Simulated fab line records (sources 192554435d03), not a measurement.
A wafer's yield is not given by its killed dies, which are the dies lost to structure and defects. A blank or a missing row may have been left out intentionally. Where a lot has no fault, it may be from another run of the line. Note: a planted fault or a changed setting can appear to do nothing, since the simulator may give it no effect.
Lot-split experiment / flow n5_finfet / on a route of 1938 steps: 7 lots, 21 wafers read

ON THE SPLIT
At N5_BEOL_M3_EXPOSE_25 (exposes mask V2, defocus 5 nm), the setting dose_mj was moved away from the recipe's 63 on 5 of the 21 wafers read, by -7.3% to +2.7%. For the rest of the wafers, this setting stayed at what the recipe calls for.

FROM THE SPLIT TO THE READING: what the file shows between them, 2 steps
- N5_BEOL_M3_PEB_26: peb time 60 s
- N5_BEOL_M3_DEVELOP_27: develop time 30 s

THE READING
cd_nm, in nm, at N5_BEOL_M3_CD_MEAS_28 (target cd 25.7 nm, target cd y 23.3 nm). A value of 25.70 nm with a standard deviation of 0.24 nm is what fault-free wafers of this fab line usually give.

wafer=L074.2; tool, chamber at the split=euv_scanner-01, 0; dose_mj as run=63; against the recipe=recipe; cd_nm, nm=25.62; against lot-mates on the recipe=-
wafer=L074.5; tool, chamber at the split=euv_scanner-01, 0; dose_mj as run=63; against the recipe=recipe; cd_nm, nm=25.42; against lot-mates on the recipe=-
wafer=L074.6; tool, chamber at the split=euv_scanner-01, 0; dose_mj as run=63; against the recipe=recipe; cd_nm, nm=25.93; against lot-mates on the recipe=-
wafer=L077.1; tool, chamber at the split=euv_scanner-01, 0; dose_mj as run=63; against the recipe=recipe; cd_nm, nm=25.99; against lot-mates on the recipe=-
wafer=L077.3; tool, chamber at the split=euv_scanner-01, 0; dose_mj as run=63; against the recipe=recipe; cd_nm, nm=25.28; against lot-mates on the recipe=-
wafer=L077.4; tool, chamber at the split=euv_scanner-01, 0; dose_mj as run=63; against the recipe=recipe; cd_nm, nm=25.56; against lot-mates on the recipe=-
wafer=L079.3; tool, chamber at the split=euv_scanner-01, 0; dose_mj as run=58.41; against the recipe=-7.3%; cd_nm, nm=24.48; against lot-mates on the recipe=-1.12
wafer=L079.5; tool, chamber at the split=euv_scanner-01, 0; dose_mj as run=58.41; against the recipe=-7.3%; cd_nm, nm=24.77; against lot-mates on the recipe=-0.83
wafer=L079.6; tool, chamber at the split=euv_scanner-01, 0; dose_mj as run=63; against the recipe=recipe; cd_nm, nm=25.60; against lot-mates on the recipe=-
wafer=L080.2; tool, chamber at the split=euv_scanner-02, 0; dose_mj as run=59.29; against the recipe=-5.9%; cd_nm, nm=24.19; against lot-mates on the recipe=-1.76
wafer=L080.3; tool, chamber at the split=euv_scanner-02, 0; dose_mj as run=63; against the recipe=recipe; cd_nm, nm=26.11; against lot-mates on the recipe=-
wafer=L080.5; tool, chamber at the split=euv_scanner-02, 0; dose_mj as run=63; against the recipe=recipe; cd_nm, nm=25.79; against lot-mates on the recipe=-
wafer=L090.4; tool, chamber at the split=euv_scanner-01, 0; dose_mj as run=64.72; against the recipe=+2.7%; cd_nm, nm=26.51; against lot-mates on the recipe=+0.69
wafer=L090.5; tool, chamber at the split=euv_scanner-01, 0; dose_mj as run=63; against the recipe=recipe; cd_nm, nm=25.71; against lot-mates on the recipe=-
wafer=L090.6; tool, chamber at the split=euv_scanner-01, 0; dose_mj as run=63; against the recipe=recipe; cd_nm, nm=25.93; against lot-mates on the recipe=-
wafer=L093.3; tool, chamber at the split=euv_scanner-02, 0; dose_mj as run=63; against the recipe=recipe; cd_nm, nm=26.07; against lot-mates on the recipe=-
wafer=L093.5; tool, chamber at the split=euv_scanner-02, 0; dose_mj as run=58.62; against the recipe=-7.0%; cd_nm, nm=24.71; against lot-mates on the recipe=-1.13
wafer=L093.6; tool, chamber at the split=euv_scanner-02, 0; dose_mj as run=63; against the recipe=recipe; cd_nm, nm=25.61; against lot-mates on the recipe=-
wafer=L097.1; tool, chamber at the split=euv_scanner-02, 0; dose_mj as run=63; against the recipe=recipe; cd_nm, nm=25.75; against lot-mates on the recipe=-
wafer=L097.3; tool, chamber at the split=euv_scanner-02, 0; dose_mj as run=63; against the recipe=recipe; cd_nm, nm=25.71; against lot-mates on the recipe=-
wafer=L097.4; tool, chamber at the split=euv_scanner-02, 0; dose_mj as run=63; against the recipe=recipe; cd_nm, nm=25.73; against lot-mates on the recipe=-

THE FIT
A straight line over all 21 wafers: cd_nm changes by +0.178 nm for each +1% of dose_mj; r = +0.90; the points scatter about the line by 0.26 nm.
The same after taking each lot's own level away (the mean of its wafers on the recipe; 21 wafers): +0.176 nm for each +1%; r = +0.89; scatter 0.27 nm.
According to that fit, moving dose_mj by its largest amount changes the reading by 1.3 nm.
Measured against the standard deviation above, the lots' own levels, which go from 25.600 to 25.950 nm, span 1.5 times it.
So the lot-to-lot level changes the slope little: the two slopes agree.
Check: -1.33 nm against its lot-mates is what the line predicts for one of the wafers moved furthest among these (-7.3%) when that wafer is left out of the fit. Against them it came out at -1.12 nm.

THESE WAFERS: OTHER SPLITS
Note: prior to the reading, these wafers also went through further splits. Each is held against what the fit with the lots' levels taken away leaves over:
other split on the same wafers=N5_SD_ACTIVATION_LSA_01 temp_c; wafers away from the commonest value=6; r with cd_nm (lot level and that fit taken away)=+0.04
other split on the same wafers=N5_HKMG_FIN_EXPOSE_09 dose_mj; wafers away from the commonest value=9; r with cd_nm (lot level and that fit taken away)=+0.31
other split on the same wafers=N5_HKMG_FIN_PEB_10 peb_time_s; wafers away from the commonest value=8; r with cd_nm (lot level and that fit taken away)=-0.05
other split on the same wafers=N5_GATE_CUT_COAT_34 spin_rpm; wafers away from the commonest value=7; r with cd_nm (lot level and that fit taken away)=-0.18
other split on the same wafers=N5_MOL_CONTACT_COAG_CONTACT_ETCH_14 source_w; wafers away from the commonest value=10; r with cd_nm (lot level and that fit taken away)=-0.38
other split on the same wafers=N5_MOL_CONTACT_COAG_EXPOSE_81 dose_mj; wafers away from the commonest value=9; r with cd_nm (lot level and that fit taken away)=-0.27
other split on the same wafers=N5_BEOL_M0_SAQP_SPACER1_ALD_98 ald_cycles; wafers away from the commonest value=9; r with cd_nm (lot level and that fit taken away)=-0.29
other split on the same wafers=N5_BEOL_M0_ETCH_128 source_w; wafers away from the commonest value=10; r with cd_nm (lot level and that fit taken away)=-0.13

THE FILE'S OWN FIT
cd_nm changes by +0.189 nm for each +1% of dose_mj, r = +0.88.
